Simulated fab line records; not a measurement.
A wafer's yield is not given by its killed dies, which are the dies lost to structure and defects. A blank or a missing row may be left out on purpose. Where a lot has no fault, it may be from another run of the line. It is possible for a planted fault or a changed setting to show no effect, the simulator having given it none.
fab line records | flow nandHarc
[record] lots = 6 wafers = 18 lastDay = 33
route steps=1302 shown A_BLC@1135 A_M0@1137 END@1302
lots with no fault: from the same line, run without faults
startH: hours from the record's opening day to when the first of the lot's shown wafers began | waitH: time in hours since the lot's previous step | " unchanged from the row above | L1.1+2: one row covering several wafers at once | - value missing, or start not given | * or withheld: withheld | < > ~ a bound
route shown NAME@n: names a module that has steps shown in the file, with the first one's number in the route | usual: average and standard deviation across the fault-free wafers | same: alike in all rows | chamber/n: place in a boat | sites: the reading at each site | _std_site: their standard deviation | _edge_site: mean of outer sites minus mean of inner sites | radiusMm: how far each site lies from the wafer's centre | mask NAME#n: copy n | behind: tool/chamber where the wafer was last shaped | hold: why the lot went on hold/how many hours it stayed there/how the hold came to an end | device: which transistor (n, p or np) failed to switch | end of line: tests of these same wafers at the route's end | a step with no rows: only its recipe | killed: count of dies lost to structure and defects at first sort (not the wafer's yield) | map: a wafer's dies, marking killed ones x, the rest . and places with no die _
set.NAME: the setting that was run; set.NAME@STEP: the one run at that earlier step | model.NAME: the simulator's own value behind a step, which no gauge read
lots seen at some steps along the route; tables by step, rows by wafer
services: a tool's chamber out of use, with start hour (startH, from the record's first day; less than 0 if before it), hours out, and reason
[[steps]]
[step NHARC_A_BLC_SRD_27]
[step NHARC_A_BLC_INSPECT_28]
[usual] rawDefectCount = 515/140
// columns lot.wafer tool chamber startH waitH rawDefectCount
L308.2 defectInspect-02 - 547.45 0.1 318
L308.4 " - " " 365
L308.6 " - " " 327
L310.2 defectInspect-01 - 587.41 0.1 627
L310.5 " - " " 521
L310.6 " - " " 396
L318.2 defectInspect-02 - 670.14 0.1 397
L318.3 " - " " 462
L318.4 " - " " 400
L322.1 defectInspect-01 - 683.19 0.1 634
L322.3 " - " " 971
L322.6 " - " " 1111
L323.1 defectInspect-02 - 716.02 0.1 641
L323.3 " - " " 642
L323.4 " - " " 786
L325.2 defectInspect-01 - 732.44 0.1 431
L325.4 " - " " 459
L325.5 " - " " 449
[step NHARC_A_M0_DEP_00]
[recipe] targetThkA = 1500 targetThkNm = 150 tempC = withheld pressureTorr = 5 flowSccm = 200 rfW = 600 material = SiOC
[step NHARC_A_M0_DEHYDRATE_01]
[recipe] tempC = 150 timeS = 120
[step NHARC_A_M0_HMDS_02]
[recipe] timeS = 30
[step NHARC_A_M0_COAT_33]
[recipe] tempC = 200 timeS = 65
[step NHARC_A_M0_COAT_03]
[recipe] spinRpm = 1500 resistThkNm = 90
[step NHARC_A_M0_SOFTBAKE_04]
[recipe] tempC = 105 timeS = 55
[step NHARC_A_M0_EBR_05]
[step NHARC_A_M0_EXPOSE_06]
[recipe] na = 1.35 targetCdNm = 80 doseMj = 83.25 maskId = A_M0
[step NHARC_A_M0_PEB_07]
[recipe] pebTempC = 100 pebTimeS = 65
[step NHARC_A_M0_DEVELOP_08]
[recipe] developTimeS = 35 devTempC = 23
[usual] chillPlateTempC = 23.01/0.11
// columns lot.wafer tool chamber startH waitH chillPlateTempC
L308.2 lithoTrack-01 0 548 - 22.99
L308.4 " 0 " " 23.06
L308.6 " 0 " " 23.04
L310.2 lithoTrack-04 0 588 - 22.99
L310.5 " 0 " " 23.06
L310.6 " 0 " " 22.96
L318.2 lithoTrack-06 0 670 - 23.16
L318.3 " 0 " " 23.05
L318.4 " 0 " " 23.07
L322.1 lithoTrack-04 0 683 - 23.18
L322.3 " 0 " " 23.10
L322.6 " 0 " " 23.07
L323.1 lithoTrack-06 0 716 - 22.98
L323.3 " 0 " " 23.24
L323.4 " 0 " " 23.09
L325.2 lithoTrack-06 0 733 - 22.97
L325.4 " 0 " " 23.01
L325.5 " 0 " " 23.03
[step NHARC_A_M0_CD_MEAS_09]
[recipe] targetCdNm = 80 landingEnergyEv = 500
[usual] cdNm = 79.9/0.75
// columns lot.wafer tool chamber startH waitH cdNm
L308.2 cdSem-01 0 548.35 - 80.5
L308.4 " 0 " " 79.4
L308.6 " 0 " " 80.2
L310.2 cdSem-02 0 588.32 - 81.5
L310.5 " 0 " " 80.7
L310.6 " 0 " " 81.2
L318.2 cdSem-01 0 671.04 - 78.8
L318.3 " 0 " " 80.3
L318.4 " 0 " " 80.4
L322.1 cdSem-03 0 683.97 - 80.1
L322.3 " 0 " " 79.9
L322.6 " 0 " " 80.2
L323.1 cdSem-03 0 716.92 - 79.3
L323.3 " 0 " " 81.5
L323.4 " 0 " " 79.8
L325.2 cdSem-03 0 733.34 - 80.7
L325.4 " 0 " " 79.9
L325.5 " 0 " " 80.3
[step NHARC_A_M0_OVL_MEAS_10]
[recipe] pitchNm = 160
[usual] overlayXNm = 0.2/0.65 overlayYNm = 0.1/0.76
// columns lot.wafer tool chamber startH waitH overlayXNm overlayYNm
L308.2 overlay-02 - 548.44 - -0.2 1.5
L308.4 " - " " -0.5 0.5
L308.6 " - " " -0.4 0.9
L310.2 overlay-01 - 588.41 - -1.2 0.9
L310.5 " - " " -1.4 0.6
L310.6 " - " " -0.5 0.9
L318.2 overlay-01 - 671.13 - 0.4 -0.4
L318.3 " - " " -0.3 -1.1
L318.4 " - " " 0.6 -0.2
L322.1 overlay-01 - 684.05 - -0.1 0.1
L322.3 " - " " 0.2 0.2
L322.6 " - " " 0.4 -0.1
L323.1 overlay-02 - 717.01 - -0.8 -1.4
L323.3 " - " " 0.4 -0.8
L323.4 " - " " -0.2 -0.6
L325.2 overlay-02 - 733.43 - 1.4 -0.3
L325.4 " - " " 1.1 -0.8
L325.5 " - " " 1.5 -0.8
[step NHARC_A_M0_INSPECT_11]
[usual] rawDefectCount = 90/33
// columns lot.wafer tool chamber startH waitH rawDefectCount
L308.2 defectInspect-02 - 548.47 0.0 63
L308.4 " - " " 46
L308.6 " - " " 59
L310.2 defectInspect-02 - 588.44 0.0 30
L310.5 " - " " 38
L310.6 " - " " 28
L318.2 defectInspect-02 - 671.16 0.0 51
L318.3 " - " " 54
L318.4 " - " " 61
L322.1 defectInspect-02 - 684.09 0.0 148
L322.3 " - " " 134
L322.6 " - " " 168
L323.1 defectInspect-01 - 717.05 0.0 119
L323.3 " - " " 99
L323.4 " - " " 138
L325.2 defectInspect-02 - 733.46 0.0 80
L325.4 " - " " 93
L325.5 " - " " 94
[step NHARC_A_M0_DESCUM_14]
[recipe] timeS = 3 o2FlowSccm = 200 arFlowSccm = 0 biasPowerW = 0 chemistry = O2
[usual] drypumpMotorCurrentA = 5.8/0.33 oesProductAu = 1.002/0.01 rfVppV = 57.7/0.85 showerheadPlenumPTorr = 1.90/0.067 throttleValvePct = 11.310/0.01
// columns lot.wafer tool chamber startH waitH drypumpMotorCurrentA oesProductAu rfHoursCounterH rfVppV showerheadPlenumPTorr throttleValvePct model.A_M0.cdNm
L308.4 rieDiel-09 2 548.53 0.1 6.3 0.995 4 59.3 1.95 11.299 79.99
L308.2 " 1 " " 6.0 1.009 3 56.3 1.80 11.308 81.27
L308.6 " 3 " " 5.5 1.014 - 57.3 1.93 11.291 80.24
L310.2 rieDiel-02 2 588.50 0.1 5.2 1.006 1 57.6 1.90 11.312 81.51
L310.6 " 2 " " 5.2 1.011 - 57.6 1.90 11.325 81.07
L310.5 " 3 " " 6.1 1.011 - 56.1 1.79 11.309 81
L318.4 rieDiel-09 0 671.23 0.1 5.9 1.007 11 58.5 2.02 11.315 80.73
L318.2 " 1 " " 6.0 1.001 13 57.2 1.80 11.314 79.59
L318.3 " 2 " " 6.2 0.982 13 58.4 1.95 11.318 80.51
L322.3 rieDiel-02 0 684.19 0.1 6.1 0.999 5 58.2 1.89 11.295 78.85
L322.1 " 1 " " 5.8 0.997 6 57.7 1.93 11.313 79.34
L322.6 " 3 " " 6.1 1.001 - 56.9 1.79 11.309 80.26
L323.1 rieDiel-02 1 717.12 0.1 5.8 1.004 8 57.7 1.93 11.300 78.86
L323.4 " 2 " " 5.2 1.014 8 56.2 1.89 11.308 80.42
L323.3 " 3 " " 6.1 0.999 7 56.5 1.79 11.322 81.96
L325.2 rieDiel-02 2 733.53 0.1 5.2 1.014 8 58.5 1.89 11.295 81.1
L325.4 " 0 " " 6.1 0.997 7 57.6 1.88 11.301 79
L325.5 " 3 " " 6.1 1.002 - 56.8 1.79 11.314 81.27
[step NHARC_A_M0_ETCH_34]
[recipe] targetDepthA = 400 overetchA = 120 timeS = 43.94 ionEnergyEv = 200 n2FlowSccm = 150 h2FlowSccm = 150 arFlowSccm = 0 rfW = 400 biasW = 150 chemistry = N2/H2
[usual] biasW = 150.0/0.45 drypumpMotorCurrentA = 5.9/0.34 oesProductAu = 1.002/0.011 rfFwdPowerW = 394.8/1.7 rfVppV = 430.1/2.2 showerheadPlenumPTorr = 2.03/0.072 throttleValvePct = 14.170/0.0087
// columns lot.wafer tool chamber startH waitH biasW drypumpMotorCurrentA oesProductAu rfFwdPowerW rfHoursCounterH rfVppV showerheadPlenumPTorr throttleValvePct
L308.2 rieDiel-09 2 548.62 0.1 150.4 6.2 0.982 394.5 4 432.1 2.09 14.169
L308.4 " 3 " " 150.8 5.5 1.014 395.8 4 431.3 2.06 14.160
L308.6 " 2 " " 151.2 6.3 1.000 394.7 - 431.4 2.09 14.158
L310.2 rieDiel-02 2 588.59 0.1 150.0 5.2 1.020 395.8 1 430.7 2.02 14.165
L310.6 " 2 " " 149.7 5.2 1.003 395.5 - 429.4 2.02 14.177
L310.5 " 3 " " 150.1 6.1 0.993 396.6 - 425.9 1.91 14.168
L318.2 rieDiel-09 1 671.31 0.1 149.5 6.0 1.008 395.7 13 427.2 1.92 14.169
L318.3 " 2 " " 148.9 6.3 0.986 396.6 13 431.6 2.08 14.190
L318.4 " 3 " " 150.4 5.5 1.002 397.4 14 433.5 2.05 14.170
L322.3 rieDiel-02 3 684.27 0.1 149.4 6.1 1.020 396.0 5 426.6 1.91 14.165
L322.1 " 0 " " 150.5 6.1 1.002 395.0 5 429.4 2.01 14.161
L322.6 " 2 " " 149.8 5.2 1.022 394.3 - 432.0 2.02 14.173
L323.1 rieDiel-02 3 717.19 0.1 149.1 6.1 1.006 394.8 7 426.5 1.91 14.152
L323.3 " 0 " " 149.7 6.1 1.001 396.2 7 428.7 2.01 14.179
L323.4 " 1 " " 150.0 5.8 0.991 393.9 8 432.5 2.06 14.183
L325.2 rieDiel-02 0 733.61 0.1 149.8 6.1 1.004 395.6 7 429.5 2.01 14.169
L325.4 " 2 " " 150.8 5.2 1.016 392.8 8 430.1 2.02 14.170
L325.5 " 1 " " 149.0 5.8 1.000 393.4 - 430.9 2.06 14.178
[step NHARC_A_M0_ETCH_15]
[recipe] targetDepthA = 1500 overetchA = 150 timeS = 82.5 c4f8FlowSccm = withheld arFlowSccm = 400 rfW = 600 biasW = 300 chemistry = C4F8/Ar
[usual] biasW = 300.0/0.94 oesProductAu = 0.950/0.023 rfFwdPowerW = 595.0/2.2 rfVppV = 440.3/2.4
// columns lot.wafer tool chamber startH waitH biasW oesProductAu rfFwdPowerW rfHoursCounterH rfVppV model.A_M0.cdNm
L308.2 rieDiel-09 1 - - 300.4 1.000 592.6 3 439.3 81.39
L308.4 " 3 " " 298.8 0.963 594.4 4 439.9 80.08
L308.6 " 0 " " 299.8 0.981 595.4 - 444.2 80.53
L310.2 rieDiel-02 3 - - 298.1 0.965 592.0 1 437.4 81.05
L310.6 " 0 " " 298.3 0.968 593.9 - 439.5 80.43
L310.5 " 1 " " 299.3 0.978 593.8 - 440.7 80.93
L318.2 rieDiel-09 2 - - 299.7 0.913 593.7 13 442.7 79.02
L318.4 " 0 " " 300.4 0.932 597.8 11 445.6 80.62
L318.3 " 1 " " 300.1 0.938 595.4 13 438.1 80.84
L322.1 rieDiel-02 3 - - 300.2 0.937 596.3 5 437.4 79.52
L322.3 " 1 " " 299.7 0.922 589.8 6 440.9 78.83
L322.6 " 3 " " 300.2 0.923 592.8 - 436.7 80.08
L323.1 rieDiel-02 0 - - 300.8 0.958 597.9 7 440.3 78.52
L323.3 " 1 " " 299.3 0.964 596.1 8 441.4 81.74
L323.4 " 2 " " 299.1 0.975 594.2 8 439.6 80.44
L325.2 rieDiel-02 0 - - 301.1 0.921 595.5 7 439.3 80.59
L325.4 " 2 " " 300.7 0.938 594.9 8 439.0 78.84
L325.5 " 0 " " 300.1 0.937 594.2 - 439.2 81.06
[step NHARC_A_M0_CD_MEAS_16]
[usual] cdNm = 79.9/1
// columns lot.wafer tool chamber startH waitH cdNm
L308.2 cdSem-03 - 548.84 - 81.2
L308.4 " - " " 80.2
L308.6 " - " " 80.8
L310.2 cdSem-03 - 588.81 - 81.0
L310.5 " - " " 80.8
L310.6 " - " " 80.2
L318.2 cdSem-03 - 671.53 - 79.2
L318.3 " - " " 80.8
L318.4 " - " " 80.5
L322.1 cdSem-03 - 684.47 - 79.3
L322.3 " - " " 78.6
L322.6 " - " " 80.1
L323.1 cdSem-03 - 717.41 - 78.6
L323.3 " - " " 81.7
L323.4 " - " " 80.9
L325.2 cdSem-03 - 733.83 - 80.7
L325.4 " - " " 79.1
L325.5 " - " " 81.2
[step NHARC_END_SORT_01]
[recipe] tempC = 25
[usual] defectLimitedYield = 89.8/2.9 killedAtArray = 65/19 killedAtOther = 0.9/1.1 killedAtPeriphery = 3.5/2.3 killedDies = 69/19 killedOpen = 3.2/1.8 killedShort = 2.4/1.5
[same] grossDies = 677
// columns lot.wafer tool chamber startH waitH defectLimitedYield[%] killedAtArray killedAtOther killedAtPeriphery killedDies killedOpen killedShort
L308.2 prober-02 0 588.33 2.8 92.6 45 1 4 50 3 2
L308.4 prober-02 0 589.92 3.4 93.1 44 0 3 47 4 3
L308.6 prober-02 0 591.51 4.0 92.2 44 3 6 53 2 1
L310.2 prober-01 0 628.10 2.8 94.7 30 2 4 36 3 1
L310.5 prober-01 0 630.48 3.7 93.6 42 0 1 43 4 3
L310.6 prober-01 0 631.28 4.0 94.5 32 2 3 37 2 2
L318.2 prober-02 0 715.55 2.8 93.6 39 1 3 43 1 0
L318.3 prober-02 0 716.36 3.1 91.3 51 1 7 59 4 3
L318.4 prober-02 0 717.17 3.4 90.8 56 1 5 62 2 5
L322.1 prober-02 0 726.42 2.5 84.5 102 0 3 105 2 3
L322.3 prober-02 0 728.03 3.1 85.8 92 0 4 96 4 2
L322.6 prober-02 0 730.44 4.0 83.9 104 1 4 109 1 5
L323.1 prober-01 0 761.41 2.5 87.6 78 1 5 84 6 1
L323.3 prober-01 0 763.03 3.1 88.8 74 0 2 76 0 3
L323.4 prober-01 0 763.83 3.4 86.1 90 1 3 94 3 4
L325.2 prober-02 0 780.72 2.8 91.9 54 0 1 55 3 1
L325.4 prober-02 0 782.30 3.4 89.4 67 1 4 72 4 1
L325.5 prober-02 0 783.10 3.7 88.2 73 0 7 80 3 2
// killed by level:class
L308.2 A_SLIT:chamberFilmFlake=26 A_CHANNEL_HOLE_D2:chamberFilmFlake=8 A_STAIRCASE:chamberFilmFlake=3 A_CHANNEL_HOLE_D1:chamberFilmFlake=2 P_CONTACT:geometricParticle:open=1 A_ONON_D1:geometricParticle:short=1 A_ONON_D1:geometricParticle:open=1 A_ONON_D2:geometricParticle:short=1
L308.4 A_SLIT:chamberFilmFlake=21 A_CHANNEL_HOLE_D2:chamberFilmFlake=5 A_CONTACT:chamberFilmFlake=5 A_STAIRCASE:chamberFilmFlake=4 A_WL_FILL:geometricParticle:short=2 A_M0:geometricParticle:open=2 A_CHANNEL_HOLE_D1:chamberFilmFlake=2 P_CONTACT:geometricParticle:open=1
L308.6 A_SLIT:chamberFilmFlake=24 A_CONTACT:chamberFilmFlake=7 A_CHANNEL_HOLE_D2:chamberFilmFlake=4 A_STAIRCASE:chamberFilmFlake=3 HYBRID_BOND:chamberFilmFlake=3 P_STI:chamberFilmFlake=2 P_M2:chamberFilmFlake=2 A_CHANNEL_HOLE_D1:chamberFilmFlake=2
L310.2 A_CHANNEL_HOLE_D2:chamberFilmFlake=13 A_CHANNEL_HOLE_D1:chamberFilmFlake=8 A_STAIRCASE:chamberFilmFlake=5 P_CONTACT:geometricParticle:open=2 P_STI:chamberFilmFlake=2 THIN_TSV:chamberFilmFlake=2 A_SOURCE_PLATE:geometricParticle:open=1 A_CHANNEL_HOLE_D2:geometricParticle:short=1
L310.5 A_CHANNEL_HOLE_D2:chamberFilmFlake=21 A_CHANNEL_HOLE_D1:chamberFilmFlake=5 A_WL_FILL:chamberFilmFlake=4 A_STAIRCASE:chamberFilmFlake=3 A_SLIT:chamberFilmFlake=2 P_GATE:geometricParticle:open=1 A_SOURCE_PLATE:geometricParticle:short=1 A_ONON_D1:geometricParticle:short=1
L310.6 A_CHANNEL_HOLE_D2:chamberFilmFlake=15 A_CHANNEL_HOLE_D1:chamberFilmFlake=6 P_GATE:chamberFilmFlake=2 A_STAIRCASE:chamberFilmFlake=2 A_WL_FILL:chamberFilmFlake=2 THIN_TSV:chamberFilmFlake=2 A_ONON_D1:geometricParticle:short=1 A_CHANNEL_FILL_D2:geometricParticle:short=1
L318.2 A_CHANNEL_HOLE_D2:chamberFilmFlake=18 A_SGD_CUT:chamberFilmFlake=6 A_CHANNEL_HOLE_D1:chamberFilmFlake=4 A_WL_FILL:chamberFilmFlake=4 A_CHANNEL_FILL_D2:chamberFilmFlake=2 A_CONTACT:chamberFilmFlake=2 P_CONTACT:geometricParticle:open=1 P_ZERO_WELL:chamberFilmFlake=1
L318.3 A_CHANNEL_HOLE_D2:chamberFilmFlake=24 P_GATE:chamberFilmFlake=6 A_CHANNEL_HOLE_D1:chamberFilmFlake=6 A_WL_FILL:chamberFilmFlake=4 A_CONTACT:chamberFilmFlake=4 A_SGD_CUT:chamberFilmFlake=3 A_SOURCE_PLATE:geometricParticle:short=2 P_STI:geometricParticle:open=1
L318.4 A_CHANNEL_HOLE_D2:chamberFilmFlake=18 A_CHANNEL_HOLE_D1:chamberFilmFlake=12 A_CONTACT:chamberFilmFlake=6 P_GATE:chamberFilmFlake=5 A_SGD_CUT:chamberFilmFlake=5 A_SLIT:chamberFilmFlake=3 A_WL_FILL:chamberFilmFlake=3 A_SOURCE_PLATE:geometricParticle:short=1
L322.1 A_CHANNEL_HOLE_D1:chamberFilmFlake=37 A_SLIT:chamberFilmFlake=34 A_CHANNEL_HOLE_D2:chamberFilmFlake=23 A_CONTACT:chamberFilmFlake=3 P_CONTACT:geometricParticle:open=1 A_CHANNEL_FILL_D2:geometricParticle:open=1 A_SLIT:geometricParticle:short=1 A_M0:geometricParticle:short=1
L322.3 A_SLIT:chamberFilmFlake=37 A_CHANNEL_HOLE_D1:chamberFilmFlake=31 A_CHANNEL_HOLE_D2:chamberFilmFlake=17 A_STAIRCASE:chamberFilmFlake=2 P_M0:geometricParticle:open=1 P_M1:geometricParticle:open=1 P_M1:geometricParticle:short=1 A_ONON_D1:geometricParticle:short=1
L322.6 A_CHANNEL_HOLE_D1:chamberFilmFlake=36 A_SLIT:chamberFilmFlake=30 A_CHANNEL_HOLE_D2:chamberFilmFlake=20 A_CONTACT:chamberFilmFlake=8 A_STAIRCASE:chamberFilmFlake=3 A_ONON_D1:geometricParticle:short=2 P_M0:chamberFilmFlake=2 A_ONON_D1:geometricParticle:open=1
L323.1 A_SLIT:chamberFilmFlake=32 A_CHANNEL_HOLE_D1:chamberFilmFlake=30 A_CONTACT:chamberFilmFlake=5 A_CHANNEL_FILL_D1:chamberFilmFlake=3 A_BLC:geometricParticle:open=2 P_ZERO_WELL:chamberFilmFlake=2 A_WL_FILL:chamberFilmFlake=2 P_CONTACT:geometricParticle:open=1
L323.3 A_CHANNEL_HOLE_D1:chamberFilmFlake=32 A_SLIT:chamberFilmFlake=27 A_CONTACT:chamberFilmFlake=8 A_DECK1_JOINT:chamberFilmFlake=2 A_STAIRCASE:chamberFilmFlake=2 P_M0:geometricParticle:short=1 A_CHANNEL_FILL_D1:geometricParticle:short=1 A_ONON_D2:geometricParticle:short=1
L323.4 A_SLIT:chamberFilmFlake=39 A_CHANNEL_HOLE_D1:chamberFilmFlake=36 A_CONTACT:chamberFilmFlake=5 A_CHANNEL_HOLE_D2:geometricParticle:short=2 A_STAIRCASE:chamberFilmFlake=2 P_M0:geometricParticle:open=1 A_CHANNEL_HOLE_D1:geometricParticle:short=1 A_ONON_D2:geometricParticle:short=1
L325.2 A_SLIT:chamberFilmFlake=31 A_CHANNEL_HOLE_D1:chamberFilmFlake=6 A_CHANNEL_HOLE_D2:chamberFilmFlake=4 A_CONTACT:chamberFilmFlake=4 A_STAIRCASE:chamberFilmFlake=3 A_DECK1_JOINT:chamberFilmFlake=2 A_DECK1_JOINT:geometricParticle:short=1 A_ONON_D2:geometricParticle:open=1
L325.4 A_SLIT:chamberFilmFlake=34 A_CHANNEL_HOLE_D1:chamberFilmFlake=13 A_CHANNEL_HOLE_D2:chamberFilmFlake=7 A_STAIRCASE:chamberFilmFlake=5 P_CONTACT:chamberFilmFlake=2 A_CONTACT:chamberFilmFlake=2 A_ONON_D2:geometricParticle:short=1 A_CHANNEL_HOLE_D2:geometricParticle:open=1
L325.5 A_SLIT:chamberFilmFlake=40 A_CHANNEL_HOLE_D1:chamberFilmFlake=19 A_CONTACT:chamberFilmFlake=5 A_STAIRCASE:chamberFilmFlake=4 P_GATE:chamberFilmFlake=3 P_M0:geometricParticle:open=2 A_CHANNEL_HOLE_D2:chamberFilmFlake=2 P_CONTACT:geometricParticle:short=1
[[services]]
// columns tool chamber startH hours kind
rieDiel-02 0 525.33 - clean
rieDiel-02 1 525.33 - clean
rieDiel-02 2 525.33 - clean
rieDiel-02 3 525.33 - clean
lithoTrack-06 - 529.00 7.0 pm
rieDiel-02 0 549.83 - clean
lithoTrack-04 - 553.00 7.0 pm
rieDiel-09 0 562.94 9.2 repair
rieDiel-09 2 563.25 4.7 repair
rieDiel-02 - 570.70 9.0 pm
rieDiel-02 - 586.51 1.9 repair
rieDiel-09 2 615.29 6.3 repair
rieDiel-02 0 616.43 16.0 repair
rieDiel-02 1 626.41 2.0 repair
rieDiel-02 3 628.43 9.5 repair
rieDiel-09 0 642.59 2.4 repair
rieDiel-09 0 645.23 2.1 repair
rieDiel-02 2 669.11 2.5 repair
rieDiel-09 - 674.44 9.0 pm
rieDiel-02 2 677.64 2.0 repair
lithoTrack-01 - 680.00 7.0 pm
rieDiel-02 - 700.29 0.9 repair
lithoTrack-06 - 704.00 7.0 pm
lithoTrack-04 - 728.00 7.0 pm
[[key]]
firstSign none at tools or gauges
[modelEffect] step = NHARC_A_M0_DESCUM_14 value = A_M0.cdNm without = 79.89 struck = 81.53
[modelEffect] step = NHARC_A_M0_ETCH_15 value = A_M0.cdNm without = 79.53 struck = 81.17
metAt NHARC_A_M0_DEVELOP_08
struckWafers L323.3,L325.2
onsetBetween 670 716
[fault] kind = processParameterDrift tool = lithoTrack-06 chamber = - onsetH = 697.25 steps = NHARC_A_M0_DEVELOP_08 channel = developTimeS offset = * shape = step endH = 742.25 scope = struckWafersOnly actsIn = * stated = *
